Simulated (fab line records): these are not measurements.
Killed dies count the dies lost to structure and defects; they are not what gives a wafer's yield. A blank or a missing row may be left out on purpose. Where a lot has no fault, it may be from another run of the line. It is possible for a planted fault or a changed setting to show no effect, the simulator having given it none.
Chamber matching | flow n5 finfet | N5_MOL_CONTACT_COAG_ETCH_110 on rie diel-05 has 4 sister chambers
The step etches Si in CF4/O2, target depth 2.5 nm, time 8 s. 4 wafers are shown with their chamber, then 9 later ones without.

== WAFERS PAIRED WITH THEIR CHAMBERS ==
wafer  | chamber | throttle valve pct (%)
L081.2 | 0       | 10.80
L091.1 | 2       | 10.59
L091.2 | 1       | 10.96
L091.4 | 3       | 10.87

== WAFERS WITH NO CHAMBER GIVEN ==
wafer  | throttle valve pct (%)
L093.4 | 10.63
L093.5 | 10.89
L093.6 | 10.97
L094.2 | 10.90
L094.4 | 10.99
L094.5 | 10.63
L097.1 | 10.64
L097.4 | 11.01
L097.6 | 10.64

== WHICH CHAMBER EACH WENT THROUGH ==
wafer  | from the rows above          | in truth
L093.4 | 2                            | 2
L093.5 | can't be placed: 3 or 1 or 0 | 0
L093.6 | 1                            | 1
L094.2 | can't be placed: 3 or 1 or 0 | 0
L094.4 | 1                            | 1
L094.5 | 2                            | 2
L097.1 | 2                            | 2
L097.4 | 1                            | 1
L097.6 | 2                            | 2
Correctly placed: 7 of 9. Not placeable from these rows: 2 (in 2, the candidates include the true chamber). Wrongly placed: 0.
How it was worked out, from the rows above alone: a wafer's distance from a chamber is the root of the sum, over the readings, of the square of ((its reading less the chamber's mean) divided by the reading's scatter). If the next closest chamber is less than 2 further off than the closest, the wafer can't be placed; otherwise it belongs to the closest. Each chamber's mean is taken over the wafers shown for it. The scatter: with one shown wafer a chamber, the root of the mean of the squares of how far each hidden wafer lies from its nearest shown one.
